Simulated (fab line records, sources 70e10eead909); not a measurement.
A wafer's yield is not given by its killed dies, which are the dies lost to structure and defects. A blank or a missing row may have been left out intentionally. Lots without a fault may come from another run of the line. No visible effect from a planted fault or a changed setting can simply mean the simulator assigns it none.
Matching of chambers / flow nand-harc / 4 sister chambers for NHARC_P_GATE_DESCUM_61 on rie-diel-11
The step chemistry O2, time 3 s. 14 wafers are shown with their chamber, then 7 later ones without.

## WAFERS WITH THEIR CHAMBER
wafer=L915.2; chamber=1; showerhead-plenum-p-Torr (Torr)=2.03; oes-product-au (a.u.)=1.002; rf-vpp-V (V)=58.9
wafer=L915.3; chamber=3; showerhead-plenum-p-Torr (Torr)=1.86; oes-product-au (a.u.)=1.015; rf-vpp-V (V)=57.8
wafer=L915.5; chamber=3; showerhead-plenum-p-Torr (Torr)=1.86; oes-product-au (a.u.)=1.015; rf-vpp-V (V)=57.5
wafer=L917.1; chamber=1; showerhead-plenum-p-Torr (Torr)=2.03; oes-product-au (a.u.)=1.016; rf-vpp-V (V)=58.6
wafer=L917.2; chamber=0; showerhead-plenum-p-Torr (Torr)=1.85; oes-product-au (a.u.)=1.021; rf-vpp-V (V)=57.2
wafer=L917.4; chamber=2; showerhead-plenum-p-Torr (Torr)=2.06; oes-product-au (a.u.)=0.996; rf-vpp-V (V)=58.1
wafer=L918.1; chamber=3; showerhead-plenum-p-Torr (Torr)=1.85; oes-product-au (a.u.)=1.015; rf-vpp-V (V)=58.7
wafer=L918.3; chamber=2; showerhead-plenum-p-Torr (Torr)=2.06; oes-product-au (a.u.)=0.996; rf-vpp-V (V)=57.9
wafer=L918.5; chamber=1; showerhead-plenum-p-Torr (Torr)=2.03; oes-product-au (a.u.)=1.002; rf-vpp-V (V)=59.2
wafer=L919.1; chamber=2; showerhead-plenum-p-Torr (Torr)=2.06; oes-product-au (a.u.)=0.990; rf-vpp-V (V)=58.3
wafer=L919.3; chamber=1; showerhead-plenum-p-Torr (Torr)=2.03; oes-product-au (a.u.)=0.993; rf-vpp-V (V)=58.5
wafer=L919.6; chamber=0; showerhead-plenum-p-Torr (Torr)=1.85; oes-product-au (a.u.)=1.023; rf-vpp-V (V)=56.7
wafer=L922.2; chamber=1; showerhead-plenum-p-Torr (Torr)=2.03; oes-product-au (a.u.)=1.009; rf-vpp-V (V)=57.0
wafer=L922.3; chamber=2; showerhead-plenum-p-Torr (Torr)=2.06; oes-product-au (a.u.)=0.999; rf-vpp-V (V)=58.0

SIGNATURES (averages over the wafers above)
reading=showerhead-plenum-p-Torr; chamber 0=1.8500; chamber 1=2.0300; chamber 2=2.0600; chamber 3=1.8567; scatter within a chamber=0.00258
reading=oes-product-au; chamber 0=1.02200; chamber 1=1.00440; chamber 2=0.99525; chamber 3=1.01500; scatter within a chamber=0.00585
reading=rf-vpp-V; chamber 0=56.950; chamber 1=58.440; chamber 2=58.075; chamber 3=58.000; scatter within a chamber=0.623
Rule: for each reading, subtract the chamber's mean from the wafer's reading, divide by that reading's scatter and square the result; add these up over the readings and take the root, which gives the wafer's distance from the chamber. If the next closest chamber is less than 2 further off than the closest, the wafer can't be placed; otherwise it belongs to the closest. How the scatter is found: for the shown wafers, subtract from each reading the mean of its chamber, square and add these, divide the total by (wafers less chambers), then take the root.

## WAFERS MISSING THEIR CHAMBER
wafer=L922.5; showerhead-plenum-p-Torr (Torr)=1.85; oes-product-au (a.u.)=1.017; rf-vpp-V (V)=56.6
wafer=L932.1; showerhead-plenum-p-Torr (Torr)=1.85; oes-product-au (a.u.)=1.002; rf-vpp-V (V)=57.2
wafer=L932.3; showerhead-plenum-p-Torr (Torr)=2.05; oes-product-au (a.u.)=0.988; rf-vpp-V (V)=58.2
wafer=L932.4; showerhead-plenum-p-Torr (Torr)=1.85; oes-product-au (a.u.)=1.011; rf-vpp-V (V)=57.1
wafer=L933.3; showerhead-plenum-p-Torr (Torr)=2.02; oes-product-au (a.u.)=0.994; rf-vpp-V (V)=59.2
wafer=L933.4; showerhead-plenum-p-Torr (Torr)=1.85; oes-product-au (a.u.)=1.012; rf-vpp-V (V)=58.2
wafer=L933.6; showerhead-plenum-p-Torr (Torr)=1.85; oes-product-au (a.u.)=0.997; rf-vpp-V (V)=58.3

## CHAMBER TAKEN BY EACH
wafer=L922.5; from the rows above=0; in truth=0
wafer=L932.1; from the rows above=can't be placed: 0 or 3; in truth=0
wafer=L932.3; from the rows above=2; in truth=2
wafer=L932.4; from the rows above=can't be placed: 0 or 3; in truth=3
wafer=L933.3; from the rows above=1; in truth=1
wafer=L933.4; from the rows above=can't be placed: 0 or 3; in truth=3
wafer=L933.6; from the rows above=can't be placed: 3 or 0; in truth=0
Placed correctly: 3 of 7. Cannot be placed on the basis of these rows: 4; the candidates contain the true chamber in 4. Number placed wrongly: 0.
